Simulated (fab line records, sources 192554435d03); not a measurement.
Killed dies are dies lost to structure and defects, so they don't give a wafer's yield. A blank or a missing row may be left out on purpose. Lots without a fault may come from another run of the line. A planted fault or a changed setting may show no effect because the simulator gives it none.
fab line records | flow n5_finfet
record lots=24 wafers=72 last_day=17
route steps=1938 shown BEOL_M10@1520 BEOL_M12@1602
lots that met no fault: from a run of the same line without faults
start_h: hours from the record's first day to the start of the lot's first wafer shown | wait_h: hours since the lot's step before | " the same as in the row above | L1.1+2: a row that stands for several wafers | - no value, or no start given | * or withheld: withheld | < > ~ a bound
route shown NAME@n: a module of which the file shows steps, and the number in the route of the first | usual: mean/standard deviation of fault-free wafers | same: alike in all rows | chamber/n: place in a boat | sites: the reading at each site | _std_site: their standard deviation | _edge_site: outer sites' mean less inner sites' | radius_mm: how far each site lies from the wafer's centre | mask NAME#n: copy n | behind: the tool/chamber that last shaped the wafer | hold: why the lot was held/for how many hours/how that ended | device: the transistor (n, p or np) that didn't switch | end of line: the same wafers' tests at the end of the route | a step without rows: its recipe alone | killed: dies lost to structure and defects at the first sort, not the wafer's yield | map: a wafer's dies, x killed, . not, _ none there
set.NAME: the setting as run; set.NAME@STEP: as run at that earlier step | model.NAME: the simulator's own value behind a step, which no gauge read
steps of the route over a sample of lots; a table a step, a row a wafer
services: from which hour (start_h, from the record's first day; less than 0 if before it) a tool's chamber was out of use, for how many hours, and why
## steps
# step N5_BEOL_M10_CD_MEAS_35
# recipe target_cd_nm=70 polarity=opening
# usual cd_nm=70.6/0.79
# columns lot.wafer tool chamber start_h wait_h cd_nm
L074.1 cd_sem-03 - 207.29 0.0 71.2
L074.2 " - " " 71.1
L074.4 " - " " 69.5
L076.1 cd_sem-03 - 223.64 0.0 70.2
L076.2 " - " " 71.5
L076.4 " - " " 71.3
L075.3 cd_sem-03 - 227.38 0.0 69.4
L075.4 " - " " 70.8
L075.6 " - " " 69.7
L077.1 cd_sem-02 - 234.89 0.0 70.8
L077.2 " - " " 70.7
L077.5 " - " " 71.9
L078.2 cd_sem-02 - 237.94 0.0 70.0
L078.3 " - " " 71.3
L078.5 " - " " 70.0
L079.1 cd_sem-02 - 247.09 0.0 68.4
L079.2 " - " " 71.5
L079.6 " - " " 70.7
L080.1 cd_sem-02 - 251.47 0.0 70.3
L080.2 " - " " 69.4
L080.4 " - " " 69.3
L081.2 cd_sem-02 - 251.51 0.0 69.3
L081.3 " - " " 70.4
L081.6 " - " " 69.3
L082.1 cd_sem-02 - 257.17 0.0 71.7
L082.2 " - " " 70.1
L082.6 " - " " 69.1
L083.1 cd_sem-03 - 261.29 0.0 71.2
L083.2 " - " " 71.0
L083.5 " - " " 71.3
L084.2 cd_sem-02 - 273.95 0.0 69.6
L084.4 " - " " 71.5
L084.5 " - " " 70.0
L085.1 cd_sem-03 - 278.01 0.0 69.9
L085.3 " - " " 70.6
L085.5 " - " " 70.0
L086.1 cd_sem-03 - 280.52 0.0 70.4
L086.4 " - " " 69.3
L086.5 " - " " 70.6
L087.1 cd_sem-02 - 297.26 0.0 71.3
L087.4 " - " " 71.8
L087.5 " - " " 71.3
L089.3 cd_sem-02 - 300.80 0.0 69.8
L089.4 " - " " 70.8
L089.6 " - " " 71.6
L088.1 cd_sem-01 - 304.29 0.0 69.6
L088.3 " - " " 70.8
L088.6 " - " " 71.1
L091.2 cd_sem-02 - 316.05 0.0 71.0
L091.3 " - " " 70.2
L091.5 " - " " 70.2
L090.4 cd_sem-02 - 316.42 0.0 69.8
L090.5 " - " " 71.0
L090.6 " - " " 69.6
L092.2 cd_sem-02 - 322.68 0.0 71.3
L092.4 " - " " 70.0
L092.5 " - " " 70.6
L093.1 cd_sem-02 - 332.59 0.0 71.7
L093.5 " - " " 71.5
L093.6 " - " " 71.0
L094.2 cd_sem-01 - 339.72 0.0 70.7
L094.4 " - " " 69.2
L094.6 " - " " 70.9
L095.1 cd_sem-01 - 345.10 0.0 70.8
L095.3 " - " " 70.5
L095.5 " - " " 71.6
L096.2 cd_sem-02 - 353.40 0.0 70.9
L096.4 " - " " 71.2
L096.6 " - " " 71.5
L097.2 cd_sem-02 - 355.35 0.0 70.3
L097.3 " - " " 70.7
L097.4 " - " " 69.0
# step N5_BEOL_M10_CURE_72
# recipe temp_c=370 time_s=120 ambient=DMADMS/He material=SiCOH_lowk
# usual lamp_power_pct=52.31/0.054 wafer_temp_C_max=371.3/0.44
# columns lot.wafer tool chamber start_h wait_h lamp_power_pct wafer_temp_C_max
L074.1 uv_cure-01 1 207.85 0.5 52.23 370.7
L074.2 " 1 " " 52.36 371.2
L074.4 " 1 " " 52.28 370.8
L076.1 uv_cure-02 0 223.68 0.0 52.37 370.8
L076.2 " 0 " " 52.30 371.0
L076.4 " 0 " " 52.32 371.1
L075.3 uv_cure-01 1 227.52 0.1 52.34 370.9
L075.4 " 1 " " 52.24 371.0
L075.6 " 1 " " 52.31 371.0
L077.1 uv_cure-01 1 234.94 0.0 52.31 370.8
L077.2 " 1 " " 52.41 371.0
L077.5 " 1 " " 52.28 371.5
L078.2 uv_cure-01 0 238.03 0.1 52.32 371.6
L078.3 " 0 " " 52.25 372.2
L078.5 " 0 " " 52.38 371.8
L079.1 uv_cure-03 2 247.13 0.0 52.32 372.3
L079.2 " 2 " " 52.28 371.7
L079.6 " 2 " " 52.32 372.0
L080.1 uv_cure-01 1 251.51 0.0 52.25 370.6
L080.2 " 1 " " 52.28 371.2
L080.4 " 1 " " 52.28 371.3
L081.2 uv_cure-02 0 251.60 0.1 52.41 371.1
L081.3 " 0 " " 52.31 371.5
L081.6 " 0 " " 52.26 371.1
L082.1 uv_cure-03 0 257.23 0.1 52.35 371.5
L082.2 " 0 " " 52.26 371.0
L082.6 " 0 " " 52.29 371.5
L083.1 uv_cure-02 1 261.34 0.0 52.27 371.4
L083.2 " 1 " " 52.40 371.0
L083.5 " 1 " " 52.30 371.1
L084.2 uv_cure-02 1 274.04 0.1 52.34 371.2
L084.4 " 1 " " 52.40 371.2
L084.5 " 1 " " 52.34 371.4
L085.1 uv_cure-01 2 278.06 0.0 52.23 372.0
L085.3 " 2 " " 52.35 371.4
L085.5 " 2 " " 52.28 371.8
L086.1 uv_cure-02 0 280.57 0.0 52.33 371.7
L086.4 " 0 " " 52.36 371.4
L086.5 " 0 " " 52.16 370.8
L087.1 uv_cure-03 0 297.31 0.0 52.42 371.1
L087.4 " 0 " " 52.35 371.5
L087.5 " 0 " " 52.26 371.2
L089.3 uv_cure-02 1 300.94 0.1 52.41 370.6
L089.4 " 1 " " 52.30 371.3
L089.6 " 1 " " 52.32 370.6
L088.1 uv_cure-03 1 304.33 0.0 52.34 372.7
L088.3 " 1 " " 52.24 372.7
L088.6 " 1 " " 52.27 372.2
L091.2 uv_cure-02 1 316.14 0.1 52.32 371.2
L091.3 " 1 " " 52.30 371.0
L091.5 " 1 " " 52.31 370.9
L090.4 uv_cure-03 2 316.61 0.2 52.29 371.5
L090.5 " 2 " " 52.24 371.8
L090.6 " 2 " " 52.26 372.3
L092.2 uv_cure-02 1 322.77 0.1 52.28 371.3
L092.4 " 1 " " 52.34 371.0
L092.5 " 1 " " 52.36 371.3
L093.1 uv_cure-01 0 332.63 0.0 52.28 371.5
L093.5 " 0 " " 52.29 371.6
L093.6 " 0 " " 52.27 371.1
L094.2 uv_cure-02 0 339.92 0.2 52.32 371.3
L094.4 " 0 " " 52.29 371.3
L094.6 " 0 " " 52.25 371.0
L095.1 uv_cure-02 0 345.14 0.0 52.26 371.2
L095.3 " 0 " " 52.28 371.1
L095.5 " 0 " " 52.26 372.0
L096.2 uv_cure-02 1 353.49 0.1 52.30 371.0
L096.4 " 1 " " 52.27 370.7
L096.6 " 1 " " 52.34 370.9
L097.2 uv_cure-02 1 355.44 0.1 52.30 371.1
L097.3 " 1 " " 52.32 371.4
L097.4 " 1 " " 52.26 371.5
# step N5_BEOL_M10_PRE_CLEAN_45
# recipe gas=H2/He time_s=30 temp_c=250
# usual heater_power_w=330/45
# columns lot.wafer tool chamber start_h wait_h heater_power_w
L074.1 pvd_sputter-03 - 208.21 0.0 339
L074.2 " - " " 311
L074.4 " - " " 297
L076.1 pvd_sputter-02 - 224.04 0.0 285
L076.2 " - " " 286
L076.4 " - " " 360
L075.3 pvd_sputter-02 - 227.83 0.0 292
L075.4 " - " " 362
L075.6 " - " " 286
L077.1 pvd_sputter-01 - 235.57 0.0 331
L077.2 " - " " 288
L077.5 " - " " 292
L078.2 pvd_sputter-01 - 238.51 0.0 338
L078.3 " - " " 287
L078.5 " - " " 293
L079.1 pvd_sputter-03 - 247.54 0.0 300
L079.2 " - " " 338
L079.6 " - " " 411
L080.1 pvd_sputter-03 - 251.87 0.0 427
L080.2 " - " " 296
L080.4 " - " " 342
L081.2 pvd_sputter-03 - 251.95 0.0 299
L081.3 " - " " 422
L081.6 " - " " 299
L082.1 pvd_sputter-01 - 258.99 0.0 350
L082.2 " - " " 310
L082.6 " - " " 340
L083.1 pvd_sputter-03 - 262.60 0.0 419
L083.2 " - " " 344
L083.5 " - " " 346
L084.2 pvd_sputter-02 - 274.38 0.0 283
L084.4 " - " " 283
L084.5 " - " " 271
L085.1 pvd_sputter-02 - 278.82 0.0 286
L085.3 " - " " 359
L085.5 " - " " 293
L086.1 pvd_sputter-03 - 281.08 0.0 431
L086.4 " - " " 303
L086.5 " - " " 308
L087.1 pvd_sputter-03 - 297.82 0.0 295
L087.4 " - " " 297
L087.5 " - " " 422
L089.3 pvd_sputter-01 - 303.57 0.0 305
L089.4 " - " " 292
L089.6 " - " " 292
L088.1 pvd_sputter-02 - 304.76 0.0 290
L088.3 " - " " 286
L088.6 " - " " 279
L091.2 pvd_sputter-02 - 316.46 0.0 286
L091.3 " - " " 281
L091.5 " - " " 290
L090.4 pvd_sputter-03 - 316.92 0.0 338
L090.5 " - " " 343
L090.6 " - " " 296
L092.2 pvd_sputter-03 - 324.94 0.0 332
L092.4 " - " " 308
L092.5 " - " " 425
L093.1 pvd_sputter-03 - 333.27 0.0 300
L093.5 " - " " 306
L093.6 " - " " 426
L094.2 pvd_sputter-03 - 340.33 0.0 343
L094.4 " - " " 425
L094.6 " - " " 295
L095.1 pvd_sputter-03 - 346.84 0.0 315
L095.3 " - " " 341
L095.5 " - " " 301
L096.2 pvd_sputter-03 - 354.28 0.0 344
L096.4 " - " " 305
L096.6 " - " " 417
L097.2 pvd_sputter-01 - 357.73 0.0 300
L097.3 " - " " 362
L097.4 " - " " 345
# step N5_BEOL_M10_CMP_52
# recipe stop_on=SiCOH_lowk t_overpolish_s=7 down_force_psi=1 platen_rpm=50 clearing_platen_down_force_psi=1.5 clearing_platen_rpm=50 post_cmp_clean=cu_alkaline target_thk_nm=140 clearing_platen_pad_velocity_m_s=0.99484 pad_velocity_m_s=0.99484
# usual barrier_field_endpoint_s=28.7/0.9 edge_zone_pressure_frac=1.000/0.0049 motor_current_A=6.3/0.94 overpolish_run_s=7.001/0.0091 time_to_endpoint_s=65/3.8
# columns lot.wafer tool chamber start_h wait_h barrier_field_endpoint_s edge_zone_pressure_frac motor_current_A overpolish_run_s time_to_endpoint_s
L074.1 cmp-03 2 209.90 0.3 28.1 0.997 6.1 6.996 69
L074.2 " 3 " " 28.4 1.003 5.4 7.024 68
L074.4 " 0 " " 29.5 0.999 5.0 6.993 77
L076.2 cmp-04 1 227.23 0.2 28.9 1.001 7.1 6.991 68
L076.4 " 2 " " 29.0 0.996 5.7 7.010 65
L076.1 " 0 " " 28.1 1.003 6.2 6.994 64
L075.3 cmp-01 1 229.66 0.2 27.8 0.998 5.3 7.002 63
L075.4 " 2 " " 29.2 0.996 6.3 6.989 63
L075.6 " 1 " " 28.3 1.003 5.2 6.986 64
L077.2 cmp-03 2 237.36 0.2 27.0 1.001 6.5 7.004 64
L077.1 " 3 " " 28.2 1.002 5.5 6.997 59
L077.5 " 2 " " 28.3 1.004 6.1 7.011 65
L078.3 cmp-04 3 241.53 0.3 27.9 1.002 7.5 7.009 67
L078.2 " 0 " " 28.6 0.994 5.8 7.005 63
L078.5 " 2 " " 27.9 1.003 5.7 7.005 65
L079.2 cmp-04 3 249.05 0.2 29.0 1.001 6.8 7.000 67
L079.1 " 1 " " 29.0 1.001 7.1 7.011 65
L079.6 " 3 " " 29.3 0.991 6.9 7.002 66
L080.4 cmp-01 3 254.58 0.1 28.0 1.004 5.3 7.007 59
L080.1 " 0 " " 28.7 1.004 6.9 6.993 63
L080.2 " 1 " " 28.2 1.001 5.4 7.011 63
L081.3 cmp-04 2 254.80 0.2 27.9 1.006 5.6 6.998 64
L081.2 " 3 " " 28.3 1.009 6.6 6.992 69
L081.6 " 0 " " 28.0 0.990 5.7 6.978 61
L082.1 cmp-04 0 260.78 0.4 27.6 1.001 5.9 7.003 63
L082.2 " 1 " " 28.5 0.992 7.0 6.992 66
L082.6 " 3 " " 29.7 0.998 7.4 7.004 67
L083.1 cmp-03 0 263.70 0.3 29.7 0.998 5.0 7.000 74
L083.2 " 1 " " 28.5 1.006 8.6 6.989 68
L083.5 " 0 " " 29.6 1.007 5.1 6.994 74
L084.4 cmp-03 2 276.07 0.1 28.8 1.001 6.3 7.004 61
L084.2 " 1 " " 27.9 1.001 8.6 6.983 63
L084.5 " 2 " " 28.6 0.992 6.2 6.995 61
L085.3 cmp-03 2 281.22 0.2 28.4 0.998 6.3 7.011 63
L085.1 " 3 " " 27.9 1.008 5.9 6.997 59
L085.5 " 3 " " 28.1 1.000 5.7 7.008 62
L086.4 cmp-01 2 282.34 0.1 29.3 0.995 6.5 6.998 64
L086.1 " 3 " " 29.4 1.005 5.5 7.007 65
L086.5 " 3 " " 29.1 1.000 5.2 6.997 64
L087.4 cmp-01 0 300.85 0.3 28.5 1.004 6.8 7.007 66
L087.1 " 1 " " 27.3 1.016 5.3 6.992 62
L087.5 " 1 " " 28.8 1.010 5.5 7.016 65
L089.3 cmp-01 1 305.06 0.3 29.2 1.000 5.6 6.990 65
L089.4 " 2 " " 28.8 1.002 6.5 6.997 62
L089.6 " 0 " " 29.1 1.006 6.9 7.001 66
L088.3 cmp-04 0 307.57 0.2 29.7 0.996 6.2 7.012 68
L088.1 " 2 " " 30.8 1.007 5.8 7.008 74
L088.6 " 1 " " 30.0 1.006 6.9 6.994 70
L091.2 cmp-04 0 317.77 0.2 29.7 1.000 6.1 6.998 68
L091.3 " 3 " " 29.1 1.002 6.9 6.996 72
L091.5 " 0 " " 28.3 1.006 5.9 7.000 64
L090.4 cmp-04 3 318.58 0.1 30.5 1.010 6.9 7.014 69
L090.5 " 3 " " 30.6 1.000 7.3 7.001 68
L090.6 " 0 " " 29.6 0.999 5.8 6.990 63
L092.2 cmp-03 0 326.08 0.3 28.8 0.999 5.6 6.989 69
L092.4 " 1 " " 27.9 0.993 8.7 7.010 63
L092.5 " 3 " " 26.5 1.004 5.8 6.997 62
L093.1 cmp-01 3 334.95 0.4 28.2 0.990 5.2 6.988 60
L093.6 " 0 " " 29.9 0.995 6.6 6.990 67
L093.5 " 1 " " 29.2 1.003 5.5 6.994 63
L094.4 cmp-04 0 343.59 0.2 28.6 1.006 5.9 7.003 66
L094.2 " 1 " " 26.5 1.002 7.2 7.013 65
L094.6 " 3 " " 29.3 1.004 7.0 6.995 69
L095.1 cmp-03 1 348.24 0.3 28.6 1.005 8.4 7.010 66
L095.3 " 2 " " 29.3 0.993 6.3 7.007 66
L095.5 " 0 " " 30.7 1.002 5.5 7.006 72
L096.2 cmp-03 1 356.15 0.3 28.2 0.996 8.5 6.999 66
L096.4 " 2 " " 29.2 1.000 6.5 7.032 63
L096.6 " 3 " " 28.6 0.995 5.3 7.007 60
L097.2 cmp-03 1 358.90 0.2 26.9 1.002 8.3 7.005 61
L097.4 " 2 " " 26.7 1.006 6.2 6.997 60
L097.3 " 3 " " 27.0 1.003 5.5 7.002 59
# step N5_BEOL_M10_DEP_56
# recipe material=SiCN target_thk_a=150 temp_c=withheld precursor=3MS/NH3 pressure_torr=3 rf_w=202 time_s=26.5
# usual showerhead_plenum_p_Torr=3.664/0.014 showerhead_vpp_V=864/33 throttle_valve_pct=9.4/0.57
# columns lot.wafer tool chamber start_h wait_h showerhead_plenum_p_Torr showerhead_vpp_V throttle_valve_pct
L074.1 pecvd-04 1 210.23 0.0 3.662 932 10.2
L074.2 " 2 " " 3.647 855 8.7
L074.4 " 2 " " 3.650 870 8.8
L076.1 pecvd-04 1 227.59 0.0 3.657 936 9.9
L076.2 " 2 " " 3.650 859 8.9
L076.4 " 0 " " 3.661 874 9.6
L075.3 pecvd-03 0 229.98 0.0 3.675 845 9.1
L075.4 " 2 " " 3.665 883 8.9
L075.6 " 0 " " 3.688 826 9.3
L077.1 pecvd-01 2 237.68 0.0 3.667 849 8.8
L077.2 " 1 " " 3.691 863 10.4
L077.5 " 0 " " 3.646 833 8.8
L078.2 pecvd-04 0 241.81 0.0 3.664 876 9.7
L078.3 " 2 " " 3.648 850 8.9
L078.5 " 0 " " 3.668 863 9.8
L079.1 pecvd-04 0 249.37 0.0 3.666 868 9.5
L079.2 " 1 " " 3.647 946 10.5
L079.6 " 1 " " 3.657 945 10.1
L080.1 pecvd-04 2 254.93 0.0 3.650 861 8.9
L080.2 " 0 " " 3.672 875 9.6
L080.4 " 2 " " 3.633 860 8.8
L081.2 pecvd-01 2 255.08 0.0 3.669 869 8.7
L081.3 " 1 " " 3.697 858 10.3
L081.6 " 2 " " 3.670 856 8.9
L082.1 pecvd-04 2 261.06 0.0 3.641 867 8.9
L082.2 " 0 " " 3.666 852 9.3
L082.6 " 1 " " 3.661 930 10.0
L083.1 pecvd-01 2 264.02 0.0 3.660 862 8.7
L083.2 " 0 " " 3.642 836 9.0
L083.5 " 1 " " 3.696 843 10.5
L084.2 pecvd-01 0 276.43 0.0 3.646 834 9.0
L084.4 " 2 " " 3.661 853 8.7
L084.5 " 1 " " 3.688 865 10.5
L085.1 pecvd-01 2 281.58 0.0 3.668 869 9.0
L085.3 " 0 " " 3.636 829 9.0
L085.5 " 2 " " 3.664 850 9.0
L086.1 pecvd-01 0 282.69 0.0 3.643 832 9.0
L086.4 " 1 " " 3.686 852 10.7
L086.5 " 0 " " 3.645 835 8.8
L087.1 pecvd-03 1 301.20 0.0 3.669 840 9.6
L087.4 " 0 " " 3.666 841 9.1
L087.5 " 2 " " 3.668 884 8.7
L089.3 pecvd-04 1 305.34 0.0 3.663 931 10.4
L089.4 " 0 " " 3.669 858 9.3
L089.6 " 2 " " 3.640 858 9.0
L088.1 pecvd-03 2 307.92 0.0 3.673 899 8.8
L088.3 " 0 " " 3.669 828 9.4
L088.6 " 0 " " 3.679 851 9.1
L091.2 pecvd-03 2 318.13 0.0 3.668 882 9.0
L091.3 " 0 " " 3.663 816 9.4
L091.5 " 1 " " 3.668 857 9.3
L090.4 pecvd-03 2 318.96 0.0 3.679 912 8.9
L090.5 " 1 " " 3.665 835 9.6
L090.6 " 0 " " 3.675 848 9.2
L092.2 pecvd-03 0 326.40 0.0 3.675 843 9.2
L092.4 " 0 " " 3.678 844 9.4
L092.5 " 2 " " 3.688 903 8.7
L093.1 pecvd-04 0 335.20 0.0 3.664 862 9.3
L093.5 " 1 " " 3.658 921 10.0
L093.6 " 0 " " 3.664 853 9.3
L094.2 pecvd-03 2 343.91 0.0 3.671 900 8.9
L094.4 " 0 " " 3.678 843 9.4
L094.6 " 2 " " 3.667 898 8.7
L095.1 pecvd-01 2 348.56 0.0 3.657 864 8.9
L095.3 " 1 " " 3.682 851 10.1
L095.5 " 2 " " 3.668 856 9.1
L096.2 pecvd-03 1 356.43 0.0 3.658 837 9.6
L096.4 " 0 " " 3.678 838 9.0
L096.6 " 2 " " 3.666 903 9.0
L097.2 pecvd-03 1 359.26 0.0 3.667 819 9.7
L097.3 " 2 " " 3.675 896 8.8
L097.4 " 1 " " 3.668 835 9.8
# step N5_BEOL_M12_ILD_DEP_00
# recipe material=SiOC target_thk_a=6589.2 temp_c=350 precursor=DEMS/O2 pressure_torr=5 rf_w=500 time_s=130.7
# usual heater_power_w=483/70 showerhead_plenum_p_Torr=5.690/0.011 showerhead_vpp_V=1372/43 throttle_valve_pct=12.3/0.59
# columns lot.wafer tool chamber start_h wait_h heater_power_w showerhead_plenum_p_Torr showerhead_vpp_V throttle_valve_pct
L074.1 pecvd-02 1 217.52 0.0 468 5.700 1356 12.2
L074.2 " 2 " " 564 5.678 1365 11.7
L074.4 " 2 " " 580 5.684 1373 11.8
L076.1 pecvd-03 0 235.37 0.0 408 5.704 1297 12.1
L076.2 " 1 " " 479 5.695 1312 12.4
L076.4 " 0 " " 436 5.700 1323 12.2
L075.3 pecvd-02 2 238.17 0.0 574 5.681 1348 11.8
L075.4 " 0 " " 517 5.686 1392 12.9
L075.6 " 2 " " 591 5.684 1365 11.7
L077.1 pecvd-03 0 244.51 0.0 412 5.691 1320 12.3
L077.2 " 1 " " 434 5.707 1323 12.7
L077.5 " 0 " " 443 5.695 1328 12.2
L078.2 pecvd-03 2 249.23 0.0 420 5.700 1393 11.5
L078.3 " 1 " " 459 5.711 1307 12.6
L078.5 " 0 " " 498 5.684 1338 12.4
L079.1 pecvd-04 1 257.82 0.0 456 5.675 1481 13.3
L079.2 " 0 " " 463 5.696 1370 12.6
L079.6 " 1 " " 491 5.678 1502 13.1
L081.2 pecvd-02 0 262.85 0.0 581 5.711 1397 13.0
L081.3 " 1 " " 515 5.688 1375 12.0
L081.6 " 2 " " 540 5.681 1350 11.5
L080.1 pecvd-04 1 263.01 0.0 515 5.686 1448 13.4
L080.2 " 0 " " 381 5.698 1355 12.5
L080.4 " 1 " " 398 5.693 1483 13.6
L082.1 pecvd-04 0 269.82 0.0 448 5.691 1340 12.8
L082.2 " 1 " " 500 5.695 1462 13.4
L082.6 " 2 " " 463 5.672 1353 11.9
L083.1 pecvd-04 1 271.71 0.0 528 5.695 1461 13.5
L083.2 " 0 " " 368 5.685 1349 12.8
L083.5 " 0 " " 403 5.678 1335 12.5
L084.2 pecvd-03 1 283.68 0.0 414 5.701 1324 12.8
L084.4 " 1 " " 454 5.698 1337 12.4
L084.5 " 0 " " 513 5.710 1324 12.2
L085.1 pecvd-02 1 289.26 0.0 533 5.684 1360 12.0
L085.3 " 2 " " 584 5.701 1349 11.8
L085.5 " 1 " " 445 5.686 1382 12.2
L086.1 pecvd-04 2 290.52 0.0 433 5.684 1350 11.8
L086.4 " 2 " " 445 5.654 1336 11.6
L086.5 " 0 " " 353 5.689 1358 12.5
L087.1 pecvd-02 1 309.54 0.0 449 5.696 1368 12.2
L087.4 " 1 " " 467 5.694 1347 12.2
L087.5 " 2 " " 496 5.694 1353 11.9
L089.3 pecvd-02 2 314.90 0.0 546 5.683 1341 11.7
L089.4 " 0 " " 543 5.696 1384 12.9
L089.6 " 2 " " 582 5.703 1386 11.8
L088.1 pecvd-04 1 317.97 0.0 490 5.705 1487 13.3
L088.3 " 0 " " 448 5.698 1371 12.7
L088.6 " 2 " " 455 5.671 1341 11.8
L091.2 pecvd-04 2 328.47 0.0 401 5.678 1379 11.9
L091.3 " 1 " " 451 5.681 1471 13.3
L091.5 " 2 " " 423 5.683 1348 11.9
L090.4 pecvd-02 2 328.72 0.1 497 5.677 1362 11.5
L090.5 " 0 " " 569 5.684 1411 12.9
L090.6 " 1 " " 503 5.689 1343 12.4
L092.2 pecvd-02 2 335.07 0.0 550 5.677 1357 11.8
L092.4 " 1 " " 432 5.691 1363 12.1
L092.5 " 0 " " 575 5.683 1394 13.2
L093.1 pecvd-02 2 343.90 0.0 544 5.680 1361 11.9
L093.5 " 1 " " 423 5.700 1344 12.1
L093.6 " 0 " " 513 5.689 1373 12.9
L094.2 pecvd-03 0 351.22 0.0 460 5.712 1313 11.9
L094.4 " 2 " " 323 5.712 1390 11.5
L094.6 " 1 " " 443 5.684 1313 12.7
L095.1 pecvd-02 0 356.42 0.0 564 5.681 1374 12.9
L095.3 " 2 " " 615 5.688 1364 11.8
L095.5 " 1 " " 534 5.701 1336 12.0
L096.2 pecvd-02 0 363.69 0.0 517 5.682 1401 13.2
L096.4 " 0 " " 545 5.680 1408 13.0
L096.6 " 2 " " 604 5.682 1351 11.9
L097.2 pecvd-02 2 368.25 0.0 493 5.678 1387 11.8
L097.3 " 1 " " 470 5.709 1370 12.2
L097.4 " 2 " " 538 5.679 1361 11.9
## services
# columns tool chamber start_h hours kind
uv_cure-02 - 193.24 0.6 repair
pecvd-04 0 198.77 11.6 repair
uv_cure-02 - 201.49 7.5 pm
uv_cure-03 - 207.16 7.5 pm
pecvd-02 - 212.28 0.4 repair
cmp-03 - 219.65 3.2 repair
uv_cure-02 - 233.26 9.8 repair
cmp-04 - 234.49 4.0 pm
pecvd-02 - 245.19 5.5 pm
cmp-01 - 259.28 1.8 repair
uv_cure-03 - 259.37 0.8 repair
pecvd-02 2 292.67 13.2 repair
cmp-04 - 294.47 5.7 pm
pecvd-01 0 296.42 5.3 repair
cmp-03 - 297.03 4.0 pm
cmp-03 - 328.25 0.4 repair
cmp-04 - 329.56 1.9 repair
pvd_sputter-02 - 335.77 2.8 repair
pecvd-04 - 335.80 28.1 pm
pvd_sputter-01 - 342.33 3.2 repair
pecvd-02 2 344.81 3.0 repair
cmp-04 - 358.55 0.7 repair
pvd_sputter-02 - 362.69 0.6 repair
cmp-03 - 367.11 5.4 pm
## key
fault none
